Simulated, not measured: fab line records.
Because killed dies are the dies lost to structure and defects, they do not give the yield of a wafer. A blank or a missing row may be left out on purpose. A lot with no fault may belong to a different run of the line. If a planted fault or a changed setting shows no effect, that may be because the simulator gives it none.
Chamber matching + flow nand_harc + 4 sister chambers for NHARC_A_ZERO_WELL_DESCUM_12 on rie_diel-01
The step chemistry O2, time 3 s. 4 wafers are shown with their chamber, then 10 later ones without.

## EACH WAFER AND ITS CHAMBER
| wafer  | chamber | drypump_motor_current_A (A) |
|--------|---------|-----------------------------|
| L572.1 | 1       | 5.7                         |
| L573.4 | 3       | 5.9                         |
| L576.1 | 2       | 5.4                         |
| L576.2 | 0       | 4.9                         |

## WAFERS WITH NO CHAMBER GIVEN
| wafer  | drypump_motor_current_A (A) |
|--------|-----------------------------|
| L576.4 | 5.7                         |
| L577.1 | 5.7                         |
| L577.2 | 5.9                         |
| L577.5 | 5.7                         |
| L578.2 | 5.3                         |
| L578.3 | 5.9                         |
| L578.4 | 4.9                         |
| L580.1 | 4.9                         |
| L580.2 | 5.4                         |
| L580.3 | 5.9                         |

## CHAMBER TAKEN BY EACH
| wafer  | from the rows above | in truth |
|--------|---------------------|----------|
| L576.4 | 1                   | 1        |
| L577.1 | 1                   | 1        |
| L577.2 | 3                   | 3        |
| L577.5 | 1                   | 1        |
| L578.2 | 2                   | 2        |
| L578.3 | 3                   | 3        |
| L578.4 | 0                   | 0        |
| L580.1 | 0                   | 0        |
| L580.2 | 2                   | 2        |
| L580.3 | 3                   | 3        |
Correctly placed: 10 of 10. Can't be placed from these rows: 0. Number placed wrongly: 0.
How it was worked out, from the rows above alone: a wafer's distance from a chamber is the root of the sum, over the readings, of the square of ((its reading less the chamber's mean) divided by the reading's scatter). If the next closest chamber is less than 2 further off than the closest, the wafer can't be placed; otherwise it belongs to the closest. The mean given for a chamber averages the wafers shown for that chamber. The scatter: root of mean squared gap, hidden wafer to nearest shown wafer, with one shown wafer a chamber.
